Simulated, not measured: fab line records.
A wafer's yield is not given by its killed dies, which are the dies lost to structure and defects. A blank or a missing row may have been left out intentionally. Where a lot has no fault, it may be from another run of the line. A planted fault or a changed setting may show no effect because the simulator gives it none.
Matching of chambers || flow n5 finfet || pecvd-04 running N5_BEOL_M13_ILD_DEP_00: 3 sister chambers
The step deposits SiOC from DEMS/O2, target thk 837.92 nm, time 166.4 s. 6 wafers are shown with their chamber, then 8 later ones without.

== WAFERS WITH THEIR CHAMBER ==
{"wafer": "L079.2", "chamber": 1, "throttle valve pct (%)": 12.5, "heater power w (W)": 425}
{"wafer": "L079.6", "chamber": 1, "throttle valve pct (%)": 12.1, "heater power w (W)": 451}
{"wafer": "L083.1", "chamber": 2, "throttle valve pct (%)": 11.1, "heater power w (W)": 542}
{"wafer": "L083.4", "chamber": 0, "throttle valve pct (%)": 11.5, "heater power w (W)": 500}
{"wafer": "L083.6", "chamber": 2, "throttle valve pct (%)": 11.0, "heater power w (W)": 590}
{"wafer": "L084.3", "chamber": 0, "throttle valve pct (%)": 11.3, "heater power w (W)": 480}

== WAFERS WHOSE CHAMBER IS MISSING ==
{"wafer": "L084.5", "throttle valve pct (%)": 11.1, "heater power w (W)": 497}
{"wafer": "L084.6", "throttle valve pct (%)": 11.4, "heater power w (W)": 380}
{"wafer": "L089.1", "throttle valve pct (%)": 11.4, "heater power w (W)": 500}
{"wafer": "L089.4", "throttle valve pct (%)": 11.3, "heater power w (W)": 395}
{"wafer": "L089.6", "throttle valve pct (%)": 11.4, "heater power w (W)": 429}
{"wafer": "L090.2", "throttle valve pct (%)": 12.4, "heater power w (W)": 445}
{"wafer": "L090.3", "throttle valve pct (%)": 11.2, "heater power w (W)": 515}
{"wafer": "L090.4", "throttle valve pct (%)": 12.3, "heater power w (W)": 462}

== CHAMBER TAKEN BY EACH ==
{"wafer": "L084.5", "from the rows above": "can't be placed: 0 or 2", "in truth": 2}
{"wafer": "L084.6", "from the rows above": "can't be placed: 0 or 1", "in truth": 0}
{"wafer": "L089.1", "from the rows above": 0, "in truth": 0}
{"wafer": "L089.4", "from the rows above": "can't be placed: 0 or 1", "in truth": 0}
{"wafer": "L089.6", "from the rows above": 0, "in truth": 0}
{"wafer": "L090.2", "from the rows above": 1, "in truth": 1}
{"wafer": "L090.3", "from the rows above": "can't be placed: 0 or 2", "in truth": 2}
{"wafer": "L090.4", "from the rows above": 1, "in truth": 1}
4 of 8 placed correctly. Not placeable from these rows: 4 (in 4, the candidates include the true chamber). Number placed wrongly: 0.
How it was worked out, from the rows above alone: a wafer's distance from a chamber is the root of the sum, over the readings, of the square of ((its reading less the chamber's mean) divided by the reading's scatter). The wafer belongs to the nearest chamber; if the next one is less than 2 further off, it can't be placed. Each chamber's mean is taken over the wafers shown for it. The scatter is the square root of a quotient: the sum, over the shown wafers, of each reading's squared deviation from its chamber's mean, divided by wafers minus chambers.
